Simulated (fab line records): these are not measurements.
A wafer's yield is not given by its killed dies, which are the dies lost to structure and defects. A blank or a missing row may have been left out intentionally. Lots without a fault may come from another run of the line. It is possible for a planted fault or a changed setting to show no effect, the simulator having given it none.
Struck lot and sound lot, side by side / flow n5_finfet / 16 out of 1938 route steps
Sound: these wafers, L564.1, L564.3, L564.5. Struck: wafers L560.2, L560.3, L560.5. The cause is given at the end.
Per side, at each step with rows, come the tool, then ch with its chambers, and then its first start. Under that, the readings that differ: sound wafers / struck wafers / difference of the means / sigmas: that difference in standard deviations of wafers without a fault.
alike: same words and numbers on both sides, and readings whose means sit less than 2 such deviations apart. not compared: any withheld reading, any reading some wafer has no value for, any bound like >300 that may hide the same value, and any number with overlapping values for which the record gives no deviation.
A row with sigmas, a row that says differs or no value, or rows on one side alone: a step with any of these is where the two part. Numbers that don't overlap but have no deviation are shown without sigmas and don't part them. A reading missing from all wafers of one side parts the sides only when that side holds two or more wafers.

first, 3 steps without rows for these wafers: N5_FIN_CUT_PRECLEAN_36 (cleans in O3/DIW, time 60 s); N5_FIN_CUT_SRD_32 (time 30 s); N5_FIN_CUT_UV_OZONE_34 (time 120 s).
N5_FIN_CUT_INSPECT_17: inspects for defects (brightfield).
  sound: defect_inspect-02 at day 6 22:01; struck: defect_inspect-01 at day 5 22:01
  alike: raw_defect_count
N5_STI_FIN_REVEAL_ALD_00: deposits SiO2, target thk 1 nm, pulse time 1 s.
  sound on ald_sin-01 ch 1,3, day 6 22:03; struck on ald_sin-04 ch 0,2,3, day 5 22:02
  alike: heater_power_w, precursor_pulse_height_rel
N5_STI_FIN_REVEAL_ALD_14: deposits Si3N4, target thk 3 nm.
  sound on ald_sin-01 ch 1,3, day 6 22:06; struck on ald_sin-04 ch 0,2,3, day 5 22:05
  alike: heater_power_w
then, 2 steps without rows for these wafers: N5_STI_FIN_REVEAL_FCVD_FILL_01 (material SiO2 flowable, target thk 312 nm, time 512.2 s); N5_STI_FIN_REVEAL_DENSIFY_02 (time 1800 s).
N5_STI_FIN_REVEAL_CMP_04: polishes, stops on Si3N4, t overpolish 4 s, target thk 131.83 nm.
  sound on cmp-04 ch 0,2,3, day 7 03:14; struck on cmp-01 ch 0,3, day 6 03:08
  alike: head_pressure_psi, motor_current_A, overpolish_run_s, time_to_endpoint_s
N5_STI_FIN_REVEAL_THK_MEAS_05:
  sound: film_metro-01 at day 7 03:27; struck: film_metro-02 at day 6 03:26
  alike: thk_nm
N5_STI_FIN_REVEAL_DENSIFY_30:
  sound on rtp_anneal-02 ch 0, day 7 03:34; struck on rtp_anneal-01 ch 0, day 6 03:38
  alike: lamp_power_pct, lamp_zone_1_pct
  not compared: wafer_temp_C_max
N5_STI_FIN_REVEAL_ETCHBACK_08: etches SiO2 in C4F6/O2, target depth 30.5 nm, time 10.167 s.
  sound on rie_diel-03 ch 1,2,3, day 7 03:46; struck on rie_diel-03 ch 2,3, day 6 03:49
  alike: drypump_motor_current_A, oes_product_au, rf_fwd_power_W, rf_vpp_V, showerhead_plenum_p_Torr, throttle_valve_pct
  not compared: rf_hours_counter_h
N5_STI_FIN_REVEAL_STRIP_24: strips in N2/H2, time 90 s.
  sound on rie_diel-03 ch 1,2,3, day 7 03:48; struck on rie_diel-03 ch 2,3, day 6 03:52
  no value came back on the struck wafers for any of 9 readings (bias_power_w (W), chamber_pressure_mTorr (mTorr) and others); on the sound wafers bias_power_w (W) reads 3.007 3.024 3.013
  not compared: rf_hours_counter_h
then, 1 step without rows for these wafers: N5_STI_FIN_REVEAL_PRECLEAN_25 (cleans in SPM, time 90 s).
-- a jump in the record: the struck wafers' starts before and after are 5 days apart (it breaks off in module STI_FIN_REVEAL and resumes in module BEOL_M4, where the first step shown is number 1111 of the route) --
N5_BEOL_M4_RC_MEAS_101:
  sound on prober-02 ch 0, day 12 18:47; struck on prober-01 ch 0, day 11 15:26
reading=ION_N (uA/um); sound=664 673 649; struck=686 685 679; difference=+21; sigmas=+2
  alike: DIBL_N, DIBL_P, IOFF_N, IOFF_P, ION_P, SS_N, SS_P, VT_N, VT_P
-- the record jumps here: 4 days lie between the struck wafers' starts before and after (it left off in module BEOL_M4 and takes up again in module PASSIVATION, whose first step shown is number 1936 of the route) --
N5_PASSIVATION_PROBE_49:
  sound: prober-02 at day 16 20:10; struck: prober-01 at day 15 20:45
reading=killed_at_M4_up; sound=14 13 4; struck=26 24 15; difference=+11; sigmas=+2
reading=killed_at_contacts; sound=24 22 20; struck=11 4 14; difference=-12; sigmas=-2
reading=killed_at_front_end; sound=28 28 38; struck=45 54 64; difference=+23; sigmas=+2
  alike: defect_limited_yield, killed_at_M0_to_M3, killed_at_other, killed_dies, killed_open, killed_short, sort_bin_5_function, sort_bin_6_memory, sort_bin_8_speed, sort_n_pass, sort_yield_pct

== WHERE THEY PART ==
First at N5_STI_FIN_REVEAL_STRIP_24; last, within this record, at N5_PASSIVATION_PROBE_49.

WHY: whatever the simulator had introduced
Skipped step whole: rie_diel-03, from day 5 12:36 on, at N5_STI_FIN_REVEAL_STRIP_24. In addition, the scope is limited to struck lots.
